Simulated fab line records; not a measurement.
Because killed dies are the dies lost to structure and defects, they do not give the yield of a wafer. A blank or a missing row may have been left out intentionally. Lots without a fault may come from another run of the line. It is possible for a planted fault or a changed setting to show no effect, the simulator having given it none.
Chamber matching + flow n5-finfet + N5_BEOL_M3_PRE_CLEAN_60 on cvd-co-01 has 3 sister chambers
The step time 15 s. 22 wafers are shown with their chamber, then 11 later ones without.

## EACH WAFER AND ITS CHAMBER
| wafer  | chamber | heater-power-w (W) |
|--------|---------|--------------------|
| L074.1 | 1       | 76                 |
| L074.3 | 0       | 114                |
| L074.4 | 1       | 74                 |
| L079.2 | 1       | 76                 |
| L079.4 | 1       | 77                 |
| L079.5 | 0       | 119                |
| L080.1 | 0       | 117                |
| L080.4 | 1       | 77                 |
| L080.5 | 0       | 119                |
| L083.3 | 1       | 75                 |
| L083.5 | 0       | 115                |
| L083.6 | 2       | 42                 |
| L084.1 | 2       | 44                 |
| L084.2 | 0       | 119                |
| L084.5 | 1       | 77                 |
| L086.3 | 1       | 75                 |
| L086.4 | 2       | 43                 |
| L086.6 | 1       | 76                 |
| L088.2 | 1       | 76                 |
| L088.4 | 2       | 44                 |
| L088.6 | 1       | 76                 |
| L089.1 | 0       | 117                |

SIGNATURES, as means of the wafers listed above
| reading        | chamber 0 | chamber 1 | chamber 2 | scatter within a chamber |
|----------------|-----------|-----------|-----------|--------------------------|
| heater-power-w | 117.14    | 75.91     | 43.25     | 1.39                     |
Rule: for a wafer and a chamber, the distance is found by dividing, reading by reading, the gap between the wafer's reading and the chamber's mean by the reading's scatter, squaring, summing and taking the root. The wafer belongs to the nearest chamber; if the next one is less than 2 further off, it can't be placed. The scatter: take each reading less its chamber's mean, square it, sum over the shown wafers, divide by the number of wafers less the number of chambers, and take the root.

## WAFERS WHOSE CHAMBER IS MISSING
| wafer  | heater-power-w (W) |
|--------|--------------------|
| L089.3 | 44                 |
| L089.6 | 77                 |
| L091.3 | 117                |
| L091.4 | 75                 |
| L091.6 | 45                 |
| L093.2 | 122                |
| L093.5 | 78                 |
| L093.6 | 44                 |
| L096.3 | 76                 |
| L096.5 | 75                 |
| L096.6 | 117                |

## WHICH CHAMBER EACH WENT THROUGH
| wafer  | from the rows above | in truth |
|--------|---------------------|----------|
| L089.3 | 2                   | 2        |
| L089.6 | 1                   | 1        |
| L091.3 | 0                   | 0        |
| L091.4 | 1                   | 1        |
| L091.6 | 2                   | 2        |
| L093.2 | 0                   | 0        |
| L093.5 | 1                   | 1        |
| L093.6 | 2                   | 2        |
| L096.3 | 1                   | 1        |
| L096.5 | 1                   | 1        |
| L096.6 | 0                   | 0        |
Placed correctly: 11 of 11. Left unplaced by these rows: 0. Wrongly placed: 0.
